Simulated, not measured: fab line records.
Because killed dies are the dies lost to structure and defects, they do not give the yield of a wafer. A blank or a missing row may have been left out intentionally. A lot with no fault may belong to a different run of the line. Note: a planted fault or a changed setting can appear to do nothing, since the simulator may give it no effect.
Split-lot study -- flow n5-finfet -- on a route of 1938 steps: 7 lots, 39 wafers read

SPLIT DETAILS
At N5_GATE_CUT_ETCH_58 (etches SiNx in CH3F/O2, target depth 17 nm, time 128.6 s), the setting target-depth-a was moved away from the recipe's 170 angstrom on 6 of the 39 wafers read, by -12.6% to -7.4%. The other wafers ran this setting at the recipe's value.

The reading is taken at the split's own step.

THE READING
etch.depth-nm (the simulator's own value, which no gauge read), in nm, at N5_GATE_CUT_ETCH_58 (etches SiNx in CH3F/O2, target depth 17 nm, time 128.6 s). The file gives no usual value for it. Across the 33 wafers here that went through the recipe, the average is 16.92 nm and the standard deviation 0.26 nm.

wafer,"tool, chamber at the split","target-depth-a as run, angstrom",against the recipe,"etch.depth-nm, nm",against lot-mates on the recipe
L077.1,"rie-diel-02, 0",170,recipe,17.26,-
L077.2,"rie-diel-02, 2",170,recipe,16.76,-
L077.3,"rie-diel-02, 1",170,recipe,16.96,-
L077.4,"rie-diel-02, 3",170,recipe,17.36,-
L077.5,"rie-diel-02, 0",170,recipe,17.16,-
L077.6,"rie-diel-02, 1",170,recipe,16.97,-
L079.1,"rie-diel-04, 3",170,recipe,17.27,-
L079.2,"rie-diel-04, 1",170,recipe,17.01,-
L079.3,"rie-diel-04, 2",170,recipe,17.26,-
L079.4,"rie-diel-04, 2",170,recipe,17.31,-
L079.5,"rie-diel-04, 3",170,recipe,17.23,-
L079.6,"rie-diel-04, 1",170,recipe,16.88,-
L080.1,"rie-diel-06, 0",148.6,-12.6%,14.62,-2.18
L080.2,"rie-diel-06, 3",170,recipe,16.8,-
L080.3,"rie-diel-06, 1",148.6,-12.6%,14.85,-1.95
L080.4,"rie-diel-06, 2",148.6,-12.6%,14.57,-2.23
L080.5,"rie-diel-06, 3",170,recipe,16.82,-
L080.6,"rie-diel-06, 2",170,recipe,16.78,-
L083.1,"rie-diel-06, 2",170,recipe,16.59,-
L083.2,"rie-diel-06, 1",170,recipe,16.82,-
L083.3,"rie-diel-06, 0",170,recipe,16.47,-
L083.4,"rie-diel-06, 3",170,recipe,16.74,-
L083.5,"rie-diel-06, 3",170,recipe,16.81,-
L083.6,"rie-diel-06, 0",170,recipe,16.53,-
L086.1,"rie-diel-02, 3",170,recipe,17.1,-
L086.2,"rie-diel-02, 2",157.4,-7.4%,15.47,-1.57
L086.3,"rie-diel-02, 1",157.4,-7.4%,15.74,-1.30
L086.4,"rie-diel-02, 0",170,recipe,17.27,-
L086.5,"rie-diel-02, 2",170,recipe,16.75,-
L086.6,"rie-diel-02, 3",157.4,-7.4%,15.78,-1.26
L087.1,"rie-diel-02, 2",170,recipe,16.63,-
L087.2,"rie-diel-02, 3",170,recipe,17.15,-
L087.3,"rie-diel-02, 1",170,recipe,16.75,-
L087.4,"rie-diel-02, 0",170,recipe,17.23,-
L087.5,"rie-diel-02, 2",170,recipe,16.58,-
L087.6,"rie-diel-02, 3",170,recipe,16.82,-
L090.2,"rie-diel-06, 2",170,recipe,16.73,-
L090.4,"rie-diel-06, 1",170,recipe,16.95,-
L090.5,"rie-diel-06, 0",170,recipe,16.52,-

THE FIT
A straight line over all 39 wafers: etch.depth-nm changes by +0.176 nm for each +1% of target-depth-a; r = +0.94; the points scatter about the line by 0.25 nm.
The same after taking each lot's own level away (the mean of its wafers on the recipe; 39 wafers): +0.173 nm for each +1%; r = +0.96; scatter 0.18 nm.
According to that fit, moving target-depth-a by its largest amount changes the reading by 2.2 nm.
Across the lots, their own levels run from 16.660 to 17.160 nm, a range of 1.9 times the standard deviation given above.
Consequently the slope shifts little with the lot-to-lot level, the two slopes agreeing.
Check: for one of the wafers moved furthest among these (-12.6%), held out of the fit, the line's prediction against its lot-mates is -2.17 nm. It came out at -2.18 nm against them.

THE OTHER SPLITS THESE WAFERS WENT THROUGH
Other splits were also applied to these wafers ahead of the reading. Each is held against what the fit with the lots' levels taken away leaves over:
other split on the same wafers,wafers away from the commonest value,r with etch.depth-nm (lot level and that fit taken away)
N5_FIN_CUT_CUT_ETCH_26 time-s,12,+0.31
N5_DUMMY_GATE_ETCH_37 source-w,15,+0.20
N5_DUMMY_GATE_ETCH_31 target-depth-a,15,-0.14
N5_SD_EPI_P_EPI_21 temp-c,15,+0.06

FILE'S OWN FIT
etch.depth-nm changes by +0.173 nm for each +1% of target-depth-a, r = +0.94.
